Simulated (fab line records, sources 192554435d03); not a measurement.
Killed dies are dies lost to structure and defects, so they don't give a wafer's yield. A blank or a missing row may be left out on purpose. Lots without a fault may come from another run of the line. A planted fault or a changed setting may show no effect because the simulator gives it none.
Split-lot experiment | flow n5_finfet | 7 lots, 21 wafers read, on a route of 1938 steps

THE SPLIT
At N5_HKMG_FIN_HK_ALD_01 (deposits HfO2, target thk 1.6 nm, pulse time 3 s, purge time 3 s), the setting ald_cycles was moved away from the recipe's 30 on 7 of the 21 wafers read, by -13.3% to +13.3%. The other wafers ran this setting at the recipe's value.

FROM THE SPLIT TO THE READING: what the file shows between them, 4 steps
- N5_HKMG_FIN_HK_ANNEAL_02: time 30 s
- N5_HKMG_FIN_ALD_74: deposits La2O3, target thk 0.5 nm, pulse time 6 s, co reactant pulse time 1 s
- N5_HKMG_FIN_WET_ETCH_82: etches La2O3 in dHCl, stops on HfO2, target depth 2 nm, rinse time 30 s
- N5_HKMG_FIN_ALD_36: deposits TiN, target thk 1 nm, pulse time 1 s, purge time 3 s

THE READING
HK_THK, in nm, at N5_HKMG_FIN_THK_MEAS_70 (measures by xrf). Fault-free wafers of this fab line usually give 1.621 nm, standard deviation 0.018 nm.

wafer  | tool, chamber at the split | ald_cycles as run | against the recipe | HK_THK, nm | against lot-mates on the recipe
L074.1 | ald_hk-03, 2               | 26                | -13.3%             | 1.402      | -0.203
L074.3 | ald_hk-03, 3               | 30                | recipe             | 1.598      | -
L074.6 | ald_hk-03, 3               | 30                | recipe             | 1.611      | -
L075.1 | ald_hk-02, 2,1,3           | 30                | recipe             | 1.587      | -
L075.2 | ald_hk-02, 2,1,3           | 30                | recipe             | 1.618      | -
L075.5 | ald_hk-02, 2,1,3           | 30                | recipe             | 1.593      | -
L077.1 | ald_hk-01, 2,3             | 30                | recipe             | 1.638      | -
L077.3 | ald_hk-01, 2,3             | 30                | recipe             | 1.652      | -
L077.6 | ald_hk-01, 1               | 34                | +13.3%             | 1.826      | +0.181
L083.2 | ald_hk-02, 2               | 28                | -6.7%              | 1.520      | -0.092
L083.5 | ald_hk-02, 1,0             | 30                | recipe             | 1.619      | -
L083.6 | ald_hk-02, 1,0             | 30                | recipe             | 1.605      | -
L088.1 | ald_hk-02, 0,1             | 30                | recipe             | 1.597      | -
L088.4 | ald_hk-02, 3               | 27                | -10.0%             | 1.464      | -0.150
L088.5 | ald_hk-02, 0,1             | 30                | recipe             | 1.631      | -
L090.3 | ald_hk-01, 2,1             | 27                | -10.0%             | 1.467      | -0.166
L090.5 | ald_hk-01, 2,1             | 27                | -10.0%             | 1.458      | -0.175
L090.6 | ald_hk-01, 0               | 30                | recipe             | 1.633      | -
L093.1 | ald_hk-03, 2,1             | 30                | recipe             | 1.613      | -
L093.4 | ald_hk-03, 3               | 28                | -6.7%              | 1.501      | -0.118
L093.5 | ald_hk-03, 2,1             | 30                | recipe             | 1.625      | -
Where a row lists several chambers, the file gives one row for several wafers and doesn't say which wafer went through which chamber.

THE FIT
A straight line over all 21 wafers: HK_THK changes by +0.0156 nm for each +1% of ald_cycles; r = +0.99; the points scatter about the line by 0.016 nm.
The same after taking each lot's own level away (the mean of its wafers on the recipe; 21 wafers): +0.0152 nm for each +1%; r = +0.99; scatter 0.012 nm.
On that fit, the largest move of ald_cycles shifts the reading by 0.2 nm.
The lots' own levels span 1.5993 to 1.6450 nm, that is 2.5 times the standard deviation above.
So the lot-to-lot level changes the slope little: the two slopes agree.
Check: with one of the wafers moved furthest among these (-13.3%) left out of the fit, the line predicts -0.206 nm for it against its lot-mates. It came out at -0.203 nm against them.

THE FILE'S OWN FIT
HK_THK changes by +0.0151 nm for each +1% of ald_cycles, r = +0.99.
